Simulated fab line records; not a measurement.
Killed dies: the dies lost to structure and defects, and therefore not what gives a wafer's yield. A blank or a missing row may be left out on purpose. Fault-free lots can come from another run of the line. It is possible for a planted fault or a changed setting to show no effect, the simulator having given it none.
Comparing a struck lot with a sound one / flow nandHarc / 15 out of 1302 route steps
Sound: wafers L836.1, L836.3, L836.6. Struck: wafer L831.4. (L831.3 of the same lot was not struck and is left out.) The cause comes at the end.
Per side, at each step with rows, come the tool, then ch with its chambers, and then its first start. Under that, the readings that differ: sound wafers / struck wafers / difference of the means / sigmas: that difference in standard deviations of wafers without a fault.
alike: words and numbers the same on both sides, and readings whose means are apart by under 2 such deviations; not compared: readings that were withheld, readings missing a value for some wafer, numbers with overlapping values and no deviation given by the record, and bounds like >300 which may hide the same value.
The two part at a step that has a row with sigmas, a row that says differs or no value, or rows on one side only. Numbers that have no deviation but don't overlap get no sigmas and don't part them. Lack of a reading on every wafer of one side parts them only where that side has two or more wafers.

NHARC_A_DECK1_JOINT_CMP_02: polishes SiOx.
  sound on cmp-03 ch 0,1, day 18 11:11; struck on cmp-03 ch 1, day 16 03:37
  alike: motorCurrentA
next, for these wafers, 1 step has no rows: NHARC_A_DECK1_JOINT_SRD_15.
NHARC_A_DECK1_JOINT_DEP_16: deposits SiO2, target thk 45 nm.
  sound on pecvd-01 ch 0,1, day 18 11:34; struck on pecvd-03 ch 2, day 16 04:02
  alike: heaterPowerW, throttleValvePct
NHARC_A_DECK1_JOINT_THK_MEAS_17: measures by ellipsometry.
  sound on filmMetro-01, day 18 11:51; struck on filmMetro-01, day 16 04:17
  alike: thkNm
NHARC_A_DECK1_JOINT_INSPECT_05:
  sound on defectInspect-01, day 18 11:53; struck on defectInspect-02, day 16 04:20
reading=rawDefectCount; sound=1064 440 448; struck=225; difference=-426; sigmas=-3
next comes 1 step that has no rows for these wafers: NHARC_A_ONON_D2_DEP_00 (target thickness 1000 nm).
NHARC_A_ONON_D2_THK_MEAS_02: measures by ellipsometry.
  sound on filmMetro-02, day 18 12:31; struck on filmMetro-02, day 16 04:54
  alike: thkNm
next comes 1 step that has no rows for these wafers: NHARC_A_ONON_D2_DEP_03 (target thickness 1000 nm).
NHARC_A_ONON_D2_THK_MEAS_05: measures by ellipsometry.
  sound on filmMetro-01, day 18 13:05; struck on filmMetro-01, day 16 05:28
  alike: thkNm
next comes 1 step that has no rows for these wafers: NHARC_A_ONON_D2_DEP_06 (target thickness 1000 nm).
NHARC_A_ONON_D2_THK_MEAS_08: measures by ellipsometry.
  sound on filmMetro-01, day 18 13:39; struck on filmMetro-02, day 16 06:02
reading=thkNm (nm); sound=1000 1000 999; struck=1023; difference=+23; sigmas=+2
NHARC_A_ONON_D2_DEP_09: target thk 1000 nm.
  sound on pecvdOnon-04 ch 0, day 18 13:43; struck on pecvdOnon-03 ch 0, day 16 06:12
NHARC_A_ONON_D2_THK_MEAS_11: measures by ellipsometry.
  sound on filmMetro-02, day 18 14:13; struck on filmMetro-02, day 16 06:36
reading=thkNm (nm); sound=1008 1009 1009; struck=1399; difference=+390; sigmas=+39
next comes 1 step that has no rows for these wafers: NHARC_A_ONON_D2_DEP_12 (target thickness 1000 nm).
-- the record jumps here: 12 days lie between the struck wafers' starts before and after (it left off in module A_ONON_D2 and takes up again in module END, whose first step shown is number 1302 of the route) --
NHARC_END_SORT_01:
  sound on prober-02 ch 0, day 30 02:37; struck on prober-01 ch 0, day 28 11:47
reading=killedAtArray; sound=54 57 58; struck=664; difference=+608; sigmas=+26
reading=killedDies; sound=69 63 66; struck=677; difference=+611; sigmas=+27
  alike: killedAtOther, killedAtPeriphery, killedOpen, killedShort

## WHERE THEY PART
At NHARC_A_DECK1_JOINT_INSPECT_05 first; at NHARC_END_SORT_01 last (within this record only).

WHY: what the simulator had put in
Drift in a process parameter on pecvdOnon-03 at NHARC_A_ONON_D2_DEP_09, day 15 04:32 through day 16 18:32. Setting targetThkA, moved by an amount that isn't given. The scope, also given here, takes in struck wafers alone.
